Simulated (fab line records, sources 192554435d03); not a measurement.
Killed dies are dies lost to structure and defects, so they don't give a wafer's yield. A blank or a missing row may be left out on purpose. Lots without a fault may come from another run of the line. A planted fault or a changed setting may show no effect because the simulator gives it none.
fab line records | flow n5_finfet
record lots=10 wafers=28 last_day=19
route steps=1938 shown MOL_CONTACT_COAG@563 BEOL_M0_SAQP@632 BEOL_M4@1111
lots that met no fault: from a run of the same line without faults
start_h: hours from the record's first day to the start of the lot's first wafer shown | wait_h: hours since the lot's step before | " the same as in the row above | L1.1+2: a row that stands for several wafers | - no value, or no start given | * or withheld: withheld | < > ~ a bound
route shown NAME@n: a module of which the file shows steps, and the number in the route of the first | usual: mean/standard deviation of fault-free wafers | same: alike in all rows | chamber/n: place in a boat | sites: the reading at each site | _std_site: their standard deviation | _edge_site: outer sites' mean less inner sites' | radius_mm: how far each site lies from the wafer's centre | mask NAME#n: copy n | behind: the tool/chamber that last shaped the wafer | hold: why the lot was held/for how many hours/how that ended | device: the transistor (n, p or np) that didn't switch | end of line: the same wafers' tests at the end of the route | a step without rows: its recipe alone | killed: dies lost to structure and defects at the first sort, not the wafer's yield | map: a wafer's dies, x killed, . not, _ none there
set.NAME: the setting as run; set.NAME@STEP: as run at that earlier step | model.NAME: the simulator's own value behind a step, which no gauge read
steps of the route over a sample of lots; a table a step, a row a wafer
services: from which hour (start_h, from the record's first day; less than 0 if before it) a tool's chamber was out of use, for how many hours, and why
## steps
# step N5_MOL_CONTACT_COAG_PECVD_31
# recipe material=SiO2 target_thk_a=460 temp_c=400 precursor=TEOS/O2 pressure_torr=6.5 rf_w=withheld teos_flow_sccm=withheld gas=O2 flow_sccm=2650 time_s=8.9
# columns lot.wafer tool chamber start_h wait_h
L833.3+5+6 pecvd-01 0,2,0 97.69 0.3
L835.1+2+6 pecvd-02 1,2,1 109.82 0.3
L837.1+3+4 pecvd-02 2,1,0 121.53 0.3
L836.2+6 pecvd-02 0,2 122.19 0.3
L839.5+6 pecvd-02 2,1 135.84 0.0
L843.1+5+6 pecvd-02 2,0,2 155.28 0.3
L846.2+5+6 pecvd-02 0,0,1 173.79 0.3
L847.3+5+6 pecvd-02 1,2,0 189.88 0.3
L855.1+3+4 pecvd-01 0,1,0 228.76 0.3
L856.1+3+6 pecvd-04 1,2,0 241.24 0.3
# step N5_MOL_CONTACT_COAG_ETCH_67
# recipe chemistry=N2/H2 target=SOC target_depth_a=600 overetch_a=210 mask_material=SiARC temp_c=40 time_s=101.2 ion_energy_ev=200 pressure_mtorr=30 source_w=840 bias_w=150 n2_flow_sccm=200 h2_flow_sccm=200
# usual drypump_motor_current_A=5.8/0.42 oes_product_au=0.67/0.071 rf_vpp_V=524.7/1.6 showerhead_plenum_p_Torr=2.57/0.055 temp_c=39.98/0.11 throttle_valve_pct=17.79/0.16
# same time_s=101.2
# columns lot.wafer tool chamber start_h wait_h drypump_motor_current_A oes_product_au rf_hours_counter_h rf_vpp_V showerhead_plenum_p_Torr temp_c throttle_valve_pct
L833.3 rie_diel-06 1 100.75 0.0 5.7 0.75 16 526.7 2.63 39.77 17.66
L833.5 " 2 " " 6.3 0.60 - 524.5 2.52 39.79 17.80
L833.6 " 3 " " 5.8 0.64 - 524.7 2.52 39.83 17.71
L835.1 rie_diel-05 1 112.31 0.0 5.4 0.64 149 522.5 2.54 40.02 18.01
L835.2 " 2 " " 5.5 0.60 194 524.4 2.53 39.98 17.78
L835.6 " 3 " " 5.4 0.77 - 525.9 2.61 40.12 17.77
L837.1 rie_diel-02 0 124.21 0.0 5.1 0.59 211 525.9 2.61 39.90 18.07
L837.3 " 2 " " 5.8 0.75 25 525.0 2.59 39.90 17.71
L837.4 " 0 " " 5.2 0.59 - 526.1 2.61 39.82 18.08
L836.2 rie_diel-02 2 124.55 0.0 5.8 0.74 25 525.4 2.59 39.97 17.72
L836.6 " 1 " " 4.9 0.59 - 522.8 2.51 39.93 17.84
L839.5 rie_diel-06 2 138.91 0.0 6.3 0.60 - 522.4 2.52 40.01 17.83
L839.6 " 1 " " 5.8 0.72 - 525.7 2.62 40.00 17.67
L843.1 rie_diel-06 2 157.53 0.0 6.3 0.59 198 522.3 2.51 40.02 17.82
L843.5 " 0 " " 5.8 0.75 - 525.0 2.58 40.31 17.79
L843.6 " 1 " " 5.7 0.72 - 526.1 2.62 39.86 17.69
L846.2 rie_diel-05 1 176.05 0.0 5.4 0.62 171 524.4 2.53 40.13 18.04
L846.5 " 3 " " 5.3 0.74 - 524.5 2.60 39.84 17.79
L846.6 " 0 " " 6.2 0.61 - 524.6 2.53 39.93 17.97
L847.3 rie_diel-06 3 192.16 0.0 5.8 0.61 179 523.1 2.51 40.15 17.79
L847.5 " 0 " " 5.8 0.74 - 525.5 2.58 39.95 17.79
L847.6 " 3 " " 5.8 0.61 - 524.6 2.51 39.95 17.76
L855.1 rie_diel-06 0 231.35 0.0 5.9 0.72 50 524.1 2.57 39.94 17.82
L855.3 " 1 " " 5.8 0.69 54 525.1 2.61 40.05 17.73
L855.4 " 3 " " 5.8 0.61 192 523.2 2.50 40.03 17.80
L856.1 rie_diel-02 2 243.56 0.0 5.8 0.69 66 523.4 2.57 39.90 17.79
L856.3 " 3 " " 6.4 0.74 39 527.1 2.67 40.00 17.46
L856.6 " 3 " " 6.4 0.73 - 527.6 2.67 40.03 17.46
# step N5_MOL_CONTACT_COAG_ETCHBACK_136
# recipe chemistry=CHF3 target=SiO2 target_depth_a=250 time_s=16.7 ion_energy_ev=200 pressure_mtorr=30 source_w=610 bias_w=170 Ar_flow_sccm=200 CHF3_flow_sccm=50
# usual drypump_motor_current_A=5.8/0.42 oes_product_au=0.80/0.091 rf_vpp_V=523/11 showerhead_plenum_p_Torr=2.40/0.042 throttle_valve_pct=18.70/0.18
# same time_s=16.7
# columns lot.wafer tool chamber start_h wait_h drypump_motor_current_A oes_product_au rf_hours_counter_h rf_vpp_V showerhead_plenum_p_Torr throttle_valve_pct
L833.3 rie_diel-06 1 100.84 0.0 5.8 0.90 16 520 2.44 18.43
L833.5 " 2 " " 6.3 0.72 - 542 2.37 18.81
L833.6 " 3 " " 5.8 0.75 - 509 2.37 18.73
L835.1 rie_diel-05 1 112.40 0.0 5.4 0.77 149 518 2.37 18.86
L835.2 " 2 " " 5.5 0.71 194 526 2.37 18.73
L835.6 " 3 " " 5.3 0.95 - 514 2.43 18.50
L837.1 rie_diel-02 0 124.30 0.0 5.2 0.71 211 516 2.44 19.01
L837.3 " 2 " " 5.8 0.89 25 510 2.41 18.56
L837.4 " 0 " " 5.2 0.71 - 516 2.44 19.03
L836.2 rie_diel-02 2 124.64 0.0 5.8 0.89 26 510 2.41 18.55
L836.6 " 1 " " 5.0 0.71 - 520 2.37 18.85
L839.5 rie_diel-06 2 138.97 0.0 6.3 0.71 - 541 2.36 18.84
L839.6 " 1 " " 5.7 0.88 - 521 2.43 18.45
L843.1 rie_diel-06 2 157.62 0.0 6.3 0.70 198 542 2.36 18.84
L843.5 " 0 " " 5.8 0.90 - 530 2.41 18.61
L843.6 " 1 " " 5.7 0.87 - 520 2.43 18.46
L846.2 rie_diel-05 1 176.14 0.0 5.4 0.74 172 521 2.36 18.90
L846.5 " 3 " " 5.3 0.90 - 513 2.42 18.52
L846.6 " 0 " " 6.3 0.72 - 526 2.37 18.92
L847.3 rie_diel-06 3 192.25 0.0 5.8 0.73 179 510 2.36 18.77
L847.5 " 0 " " 5.8 0.89 - 531 2.41 18.63
L847.6 " 3 " " 5.8 0.74 - 509 2.36 18.76
L855.1 rie_diel-06 0 231.44 0.0 5.8 0.87 51 529 2.41 18.64
L855.3 " 1 " " 5.7 0.84 54 517 2.42 18.50
L855.4 " 3 " " 5.8 0.72 192 509 2.35 18.78
L856.1 rie_diel-02 2 243.65 0.0 5.8 0.82 66 510 2.40 18.63
L856.3 " 3 " " 6.4 0.89 39 525 2.50 18.55
L856.6 " 3 " " 6.4 0.87 - 527 2.50 18.56
# step N5_MOL_CONTACT_COAG_THK_MEAS_53
# recipe reads=SiO2_of_MOL_CONTACT_COAG_PECVD_31
# usual VIA_MOL_THK=43.8/0.71
# columns lot.wafer tool chamber start_h wait_h VIA_MOL_THK[nm]
L833.3 film_metro-01 - 101.98 - 43.9
L833.5 " - " " 43.8
L833.6 " - " " 44.4
L835.1 film_metro-02 - 113.53 - 43.8
L835.2 " - " " 43.0
L835.6 " - " " 44.6
L837.1 film_metro-01 - 125.44 - 42.8
L837.3 " - " " 43.2
L837.4 " - " " 44.4
L836.2 film_metro-01 - 126.04 - 43.6
L836.6 " - " " 43.8
L839.5 film_metro-02 - 140.10 - 43.6
L839.6 " - " " 43.8
L843.1 film_metro-02 - 158.75 - 43.0
L843.5 " - " " 44.2
L843.6 " - " " 43.8
L846.2 film_metro-01 - 177.27 - 44.0
L846.5 " - " " 44.4
L846.6 " - " " 29.8
L847.3 film_metro-01 - 193.38 - 43.6
L847.5 " - " " 43.4
L847.6 " - " " 30.8
L855.1 film_metro-01 - 232.71 - 43.9
L855.3 " - " " 45.3
L855.4 " - " " 44.9
L856.1 film_metro-02 - 244.79 - 43.5
L856.3 " - " " 44.3
L856.6 " - " " 43.4
# step N5_BEOL_M0_SAQP_PECVD_00
# recipe material=SiCN target_thk_a=80 temp_c=withheld precursor=3MS/NH3 pressure_torr=3 rf_w=202 time_s=14
# usual showerhead_plenum_p_Torr=3.665/0.011 throttle_valve_pct=9.2/0.49
# same time_s=14
# columns lot.wafer tool chamber start_h wait_h showerhead_plenum_p_Torr throttle_valve_pct
L833.3 pecvd-02 2 105.38 0.1 3.658 8.7
L833.5 " 1 " " 3.657 9.1
L833.6 " 2 " " 3.661 8.3
L835.1 pecvd-03 1 117.70 0.2 3.665 10.0
L835.2 " 0 " " 3.671 9.1
L835.6 " 1 " " 3.663 9.8
L837.1 pecvd-03 0 128.83 0.2 3.673 9.3
L837.3 " 2 " " 3.675 8.9
L837.4 " 2 " " 3.660 8.6
L836.2 pecvd-03 2 131.84 0.2 3.677 8.9
L836.6 " 1 " " 3.663 9.9
L839.5 pecvd-04 1 143.51 0.1 3.678 9.3
L839.6 " 2 " " 3.643 8.7
L843.1 pecvd-04 1 164.95 0.2 3.682 9.3
L843.5 " 0 " " 3.685 9.7
L843.6 " 2 " " 3.647 8.7
L846.2 pecvd-04 2 180.65 0.2 3.648 8.4
L846.5 " 1 " " 3.676 9.2
L846.6 " 2 " " 3.643 8.5
L847.3 pecvd-02 0 196.77 0.1 3.664 9.5
L847.5 " 1 " " 3.660 9.1
L847.6 " 0 " " 3.660 9.5
L855.1 pecvd-03 0 236.10 0.2 3.671 9.6
L855.3 " 1 " " 3.672 10.0
L855.4 " 0 " " 3.674 9.2
L856.1 pecvd-02 2 248.18 0.2 3.659 8.5
L856.3 " 1 " " 3.662 9.0
L856.6 " 2 " " 3.671 8.5
# step N5_BEOL_M4_RC_MEAS_101
# usual DIBL_N=36.0/1.6 DIBL_P=35.8/2 IOFF_N=0.152/0.03 IOFF_P=0.20/0.031 ION_N=670/12 ION_P=459/7.4 SS_N=71.5/0.56 SS_P=73.2/0.64 VT_N=251/3.5 VT_P=-252/3.3
# columns lot.wafer tool chamber start_h wait_h DIBL_N[mV/V] DIBL_P[mV/V] IOFF_N[nA/um] IOFF_P[nA/um] ION_N[uA/um] ION_P[uA/um] SS_N[mV/dec] SS_P[mV/dec] VT_N[mV] VT_P[mV]
L833.3 prober-02 0 200.04 0.3 36.5 36.9 0.170 0.23 681 467 72.2 73.9 246 -247
L833.5 " 0 " " 36.4 36.1 0.159 0.22 664 457 72.2 73.9 251 -246
L833.6 " 0 " " 35.1 35.6 0.143 0.22 675 469 72.0 73.2 252 -246
L835.1 prober-02 0 205.93 0.0 37.0 37.4 0.162 0.21 683 468 70.9 74.1 248 -250
L835.2 " 0 " " 35.3 34.5 0.136 0.17 675 464 71.0 72.6 249 -253
L835.6 " 0 " " 35.9 34.9 0.135 0.18 659 451 70.8 73.1 252 -255
L836.2 prober-01 0 214.81 0.2 36.7 37.3 0.176 0.21 670 452 71.8 73.2 251 -251
L836.6 " 0 " " 35.8 35.5 0.165 0.19 667 456 71.8 73.5 247 -254
L837.1 prober-01 0 219.21 0.0 37.4 36.7 0.151 0.20 674 461 71.8 73.6 253 -252
L837.3 " 0 " " 35.9 35.6 0.125 0.18 656 455 71.3 73.2 255 -250
L837.4 " 0 " " 37.2 37.0 0.155 0.20 680 463 72.1 73.6 250 -253
L839.5 prober-02 0 239.46 0.6 36.8 37.0 0.170 0.20 665 449 71.2 73.4 247 -253
L839.6 " 0 " " 34.7 35.1 0.134 0.18 667 457 71.4 73.4 253 -252
L843.1 prober-02 0 252.74 0.0 35.8 35.9 0.134 0.17 677 452 71.8 72.7 252 -258
L843.5 " 0 " " 35.1 35.9 0.132 0.18 669 467 71.2 72.4 252 -256
L843.6 " 0 " " 36.3 36.2 0.141 0.17 662 451 71.6 73.2 253 -258
L846.2 prober-02 0 262.26 0.2 37.8 39.2 0.176 0.22 676 456 71.8 73.7 249 -252
L846.5 " 0 " " 36.2 37.3 0.152 0.19 668 456 71.5 73.2 251 -254
L846.6 " 0 " " 37.5 38.8 0.176 0.21 679 458 72.1 73.5 249 -252
L847.3 prober-01 0 285.29 0.3 34.8 36.5 0.157 0.21 672 461 71.3 72.7 249 -250
L847.5 " 0 " " 37.0 39.1 0.203 0.26 695 470 71.8 73.6 245 -246
L847.6 " 0 " " 37.5 39.4 0.224 0.26 686 466 72.0 73.6 243 -248
L855.1 prober-01 0 342.77 0.0 35.3 36.1 0.156 0.23 681 467 71.0 73.7 248 -249
L855.3 " 0 " " 35.7 36.1 0.171 0.22 677 468 71.2 74.0 249 -250
L855.4 " 0 " " 37.0 37.1 0.177 0.23 676 465 71.9 74.4 251 -250
L856.1 prober-02 0 347.34 0.0 34.3 34.4 0.129 0.17 655 454 70.4 72.7 250 -253
L856.3 " 0 " " 31.8 30.1 0.087 0.11 632 435 71.7 71.6 259 -261
L856.6 " 0 " " 33.2 32.1 0.113 0.14 658 449 71.2 72.2 255 -258
## services
# columns tool chamber start_h hours kind
pecvd-01 1 96.26 6.5 repair
rie_diel-02 2 98.10 16.2 repair
pecvd-03 - 102.54 6.0 pm
pecvd-02 0 104.94 2.1 scheduled_down
rie_diel-02 3 114.42 - clean
rie_diel-02 3 114.42 - consumable_replace:focus_ring
rie_diel-02 3 114.42 - consumable_replace:showerhead
rie_diel-02 3 114.42 17.7 scheduled_down
rie_diel-02 3 114.42 17.7 vent_cycle
rie_diel-05 3 118.81 5.5 repair
rie_diel-02 0 153.84 5.9 repair
rie_diel-02 1 156.34 5.9 repair
pecvd-03 - 162.43 2.2 repair
pecvd-02 - 165.07 2.8 pm
rie_diel-02 0 190.66 4.0 repair
pecvd-04 1 196.95 5.5 scheduled_down
pecvd-04 - 203.08 1.3 repair
rie_diel-02 2 212.97 7.8 repair
pecvd-01 2 215.87 20.5 repair
pecvd-03 1 223.73 6.0 repair
pecvd-02 1 233.21 2.1 scheduled_down
rie_diel-02 0 233.99 1.9 repair
pecvd-03 2 234.72 9.0 repair
pecvd-01 2 236.42 - clean
## key
first_sign step=N5_MOL_CONTACT_COAG_THK_MEAS_53 reading=VIA_MOL_THK direction=down sigmas=19 usual=43.8 struck=30.3
effect none on later readings
met_at N5_MOL_CONTACT_COAG_PECVD_31
struck_lots L846,L847
struck_wafers L846.6,L847.6
not_acting_at N5_MOL_CONTACT_COAG_ETCH_67,N5_MOL_CONTACT_COAG_ETCHBACK_136,N5_BEOL_M0_SAQP_PECVD_00
onset_between 155.28 173.79
fault kind=process_parameter_drift tool=pecvd-02 chamber=- onset_h=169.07 steps=N5_MOL_CONTACT_COAG_PECVD_31 channel=time_s offset=* shape=step end_h=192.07 scope=struck_wafers_only acts_in=* stated=*
